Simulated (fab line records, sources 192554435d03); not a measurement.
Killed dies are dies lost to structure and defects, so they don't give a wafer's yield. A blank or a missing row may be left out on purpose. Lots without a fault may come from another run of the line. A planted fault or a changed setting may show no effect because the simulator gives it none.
Chamber matching | flow n5_finfet | N5_PMOS_HMC_CHANNEL_EPI_CMP_21 on cmp-03: 4 sister chambers
The step polishes SiGe30, target thk 54 nm. 4 wafers are shown with their chamber, then 9 later ones without.

WAFERS WITH THEIR CHAMBER
wafer  | chamber | motor_current_A (A)
L085.2 | 0       | 11.8
L091.2 | 1       | 14.7
L091.3 | 2       | 13.5
L091.6 | 3       | 14.9

WAFERS WITHOUT THEIR CHAMBER
wafer  | motor_current_A (A)
L093.1 | 11.7
L093.2 | 13.4
L093.5 | 13.2
L094.1 | 14.6
L094.2 | 11.8
L094.4 | 14.0
L097.1 | 13.2
L097.4 | 14.5
L097.6 | 14.2

WHICH CHAMBER EACH WENT THROUGH
wafer  | from the rows above          | in truth
L093.1 | 0                            | 0
L093.2 | 2                            | 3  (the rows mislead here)
L093.5 | 2                            | 2
L094.1 | can't be placed: 1 or 3      | 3
L094.2 | 0                            | 0
L094.4 | can't be placed: 2 or 1 or 3 | 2
L097.1 | 2                            | 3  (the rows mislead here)
L097.4 | can't be placed: 1 or 3      | 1
L097.6 | can't be placed: 1 or 2 or 3 | 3
Placed correctly: 3 of 9. Can't be placed from these rows: 4 (the true chamber is among the candidates in 4). Placed wrongly: 2.
How it was worked out, from the rows above alone: a wafer's distance from a chamber is the root of the sum, over the readings, of the square of ((its reading less the chamber's mean) divided by the reading's scatter). The wafer belongs to the nearest chamber; if the next one is less than 2 further off, it can't be placed. A chamber's mean is the mean of its shown wafers. The scatter: with one shown wafer a chamber, the root of the mean of the squares of how far each hidden wafer lies from its nearest shown one.
